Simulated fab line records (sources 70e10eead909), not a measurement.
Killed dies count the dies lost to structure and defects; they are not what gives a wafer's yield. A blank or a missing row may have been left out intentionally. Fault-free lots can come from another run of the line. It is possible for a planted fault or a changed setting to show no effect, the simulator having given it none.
Chamber matching | flow nand_harc | 4 sister chambers for NHARC_P_M0_CMP_23 on cmp-04
The step polishes, t overpolish 20 s, target thk 117.54 nm. 14 wafers are shown with their chamber, then 7 later ones without.

WAFERS WITH THEIR CHAMBER
wafer  | chamber | time_to_endpoint_s (s) | motor_current_A (A)
L078.4 | 2       | 28                     | 11.8
L078.5 | 1       | 22                     | 9.8
L078.6 | 2       | 28                     | 10.9
L081.2 | 3       | 27                     | 11.8
L081.4 | 1       | 22                     | 10.1
L081.5 | 1       | 23                     | 9.9
L089.2 | 3       | 27                     | 11.1
L089.4 | 1       | 23                     | 9.9
L089.5 | 0       | 32                     | 11.6
L090.1 | 1       | 24                     | 10.1
L090.2 | 2       | 30                     | 12.0
L090.3 | 0       | 32                     | 11.6
L095.1 | 2       | 33                     | 11.6
L095.4 | 1       | 23                     | 10.2

SIGNATURES (means of the wafers above)
reading            | chamber 0 | chamber 1 | chamber 2 | chamber 3 | scatter within a chamber
time_to_endpoint_s | 32.00     | 22.83     | 29.75     | 27.00     | 1.4
motor_current_A    | 11.600    | 10.000    | 11.575    | 11.450    | 0.324
Rule: a wafer's distance from a chamber is the root of the sum, over the readings, of the square of ((its reading less the chamber's mean) divided by the reading's scatter). The wafer belongs to the nearest chamber; if the next one is less than 2 further off, it can't be placed. The scatter is the square root of a quotient: the sum, over the shown wafers, of each reading's squared deviation from its chamber's mean, divided by wafers minus chambers.

WAFERS WITH NO CHAMBER GIVEN
wafer  | time_to_endpoint_s (s) | motor_current_A (A)
L095.5 | 23                     | 10.1
L096.4 | 22                     | 9.5
L096.5 | 20                     | 10.3
L096.6 | 30                     | 11.7
L097.1 | 30                     | 11.0
L097.3 | 25                     | 10.2
L097.4 | 30                     | 12.0

EACH ONE'S CHAMBER
wafer  | from the rows above          | in truth
L095.5 | 1                            | 1
L096.4 | 1                            | 1
L096.5 | 1                            | 1
L096.6 | can't be placed: 2 or 0 or 3 | 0
L097.1 | can't be placed: 2 or 0 or 3 | 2
L097.3 | 1                            | 1
L097.4 | can't be placed: 2 or 0 or 3 | 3
Correct placement for 4 of the 7. These rows do not allow placing 3 (true chamber among the candidates in 3). Wrongly placed: 0.
